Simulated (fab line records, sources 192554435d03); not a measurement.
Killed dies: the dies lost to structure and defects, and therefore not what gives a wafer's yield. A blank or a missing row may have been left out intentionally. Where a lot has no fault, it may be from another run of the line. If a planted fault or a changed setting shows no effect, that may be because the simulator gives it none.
Struck lot and sound lot, side by side :: flow n5-finfet :: 14 steps out of a route of 1938
Sound: wafers L692.1, L692.3, L692.5. Wafers struck: L705.2, L705.4, L705.5. Last of all comes the cause.
At each step with rows: each side's tool, then ch and its chambers, then its first start. Under that, the readings that differ: sound wafers :: struck wafers :: difference of the means :: sigmas: that difference in standard deviations of wafers without a fault.
alike: readings whose means differ by less than 2 such deviations, and words and numbers that are the same on both sides. not compared: withheld readings, readings that some wafer has no value for, bounds like >300 that may hide the same value, and numbers for which the record gives no deviation and whose values overlap.
The two part at a step that has a row with sigmas, a row that says differs or no value, or rows on one side only. When numbers do not overlap yet have no deviation, they are printed without sigmas and do not part them. A reading missing from all wafers of one side parts the sides only when that side holds two or more wafers.

N5_MOL_CONTACT_COAG_DESCUM_88: chemistry O2, time 7 s.
  sound on rie-diel-04 ch 0,1, day 5 09:04; struck on rie-diel-05 ch 2,3, day 8 14:56
  alike: drypump-motor-current-A, oes-product-au, rf-vpp-V, showerhead-plenum-p-Torr, throttle-valve-pct
  not compared: rf-hours-counter-h
N5_MOL_CONTACT_COAG_ETCH_89: etches underlayer in N2/H2, target depth 13 nm, time 10.4 s.
  sound on rie-diel-04 ch 0,1, day 5 09:06; struck on rie-diel-05 ch 2,3, day 8 14:58
  alike: drypump-motor-current-A, etch-rf-on-time-s, oes-product-au, rf-fwd-power-W, rf-vpp-V, showerhead-plenum-p-Torr, throttle-valve-pct
  not compared: rf-hours-counter-h
then, 2 steps without rows for these wafers: N5_MOL_CONTACT_COAG_ETCH_90 (etches SiARC in CF4, target depth 13 nm, time 21.7 s); N5_MOL_CONTACT_COAG_ALD_131 (deposits SiO2, target thk 5 nm, pulse time 1 s, co reactant pulse time 1 s).
N5_MOL_CONTACT_COAG_ETCHBACK_132: etches SiO2 in CHF3, target depth 10 nm, time 6.7 s.
  sound on rie-diel-05 ch 0,1,2, day 5 09:30; struck on rie-diel-05 ch 1,3, day 8 15:45
  alike: drypump-motor-current-A, oes_f_703_au, oes-product-au, rf-vpp-V, showerhead-plenum-p-Torr, throttle-valve-pct
  not compared: rf-hours-counter-h
N5_MOL_CONTACT_COAG_ETCH_91: etches SOC in N2/H2, target depth 60 nm, overetch 21 nm, time 101.2 s.
  sound on rie-diel-05 ch 0,1,2, day 5 09:32; struck on rie-diel-05 ch 1,3, day 8 15:47
  alike: drypump-motor-current-A, oes-product-au, rf-fwd-power-W, rf-vpp-V, showerhead-plenum-p-Torr, throttle-valve-pct
  not compared: rf-hours-counter-h
then, 2 steps without rows for these wafers: N5_MOL_CONTACT_COAG_STRIP_92 (strips in N2/H2); N5_MOL_CONTACT_COAG_STRIP_93 (strips in N2/H2).
N5_MOL_CONTACT_COAG_ETCHBACK_135: etches SiO2 in CHF3, target depth 25 nm, time 16.7 s.
  sound on rie-diel-05 ch 0,1,2, day 5 09:38; struck on rie-diel-05 ch 1,3, day 8 15:52
  alike: drypump-motor-current-A, oes_f_703_au, oes-product-au, rf-vpp-V, showerhead-plenum-p-Torr, throttle-valve-pct
  not compared: rf-hours-counter-h
then, 3 steps without rows for these wafers: N5_MOL_CONTACT_COAG_STRIP_118 (strips in CHF3); N5_MOL_CONTACT_COAG_VIA_ETCH_46 (etches SiO2 in C4F6/O2, target depth 46 nm, overetch 9.2 nm, time 40 s); N5_MOL_CONTACT_COAG_STRIP_96 (strips in N2/H2).
N5_MOL_CONTACT_COAG_ETCH_47: etches SiNx in CH3F/O2, stops on W, target depth 27 nm.
  sound on rie-diel-05 ch 0,1,2, day 5 09:46; struck on rie-diel-05 ch 1,3, day 8 16:01
reading: etch-rf-on-time-s (s)
sound: 30.3 32.4 31.8
struck: 34.2 36.4 34.7
difference: +3.6
sigmas: +5

reading: oes_f_703_au (a.u.)
sound: 0.84 0.74 0.66
struck: 0.53 0.50 0.53
difference: -0.23
sigmas: -3

reading: rf-fwd-power-W (W)
sound: 390.7 390.3 384.2
struck: 293.3 293.9 293.8
difference: -94.7
sigmas: -50

reading: rf-vpp-V (V)
sound: 302 298 302
struck: 324 343 326
difference: +30
sigmas: +3

reading: model.etch.t-clear-s (s)
sound: 25.23 27.02 26.46
struck: 28.54 30.35 28.92
difference: +3.03
sigmas: 

reading: model.etch.over-etch-s (s)
sound: 5.047 5.404 5.292
struck: 5.708 6.069 5.784
difference: +0.606
sigmas: 
  alike: drypump-motor-current-A, oes-product-au, showerhead-plenum-p-Torr, throttle-valve-pct
  not compared: rf-hours-counter-h
then, 1 step without rows for these wafers: N5_MOL_CONTACT_COAG_STRIP_119 (strips in N2/H2, time 30 s).

## WHERE THEY PART
Within this record, at N5_MOL_CONTACT_COAG_ETCH_47 only.

WHY: what had been put in by the simulator
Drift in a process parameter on rie-diel-05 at N5_MOL_CONTACT_COAG_ETCH_47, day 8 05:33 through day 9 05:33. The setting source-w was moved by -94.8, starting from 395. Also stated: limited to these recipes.
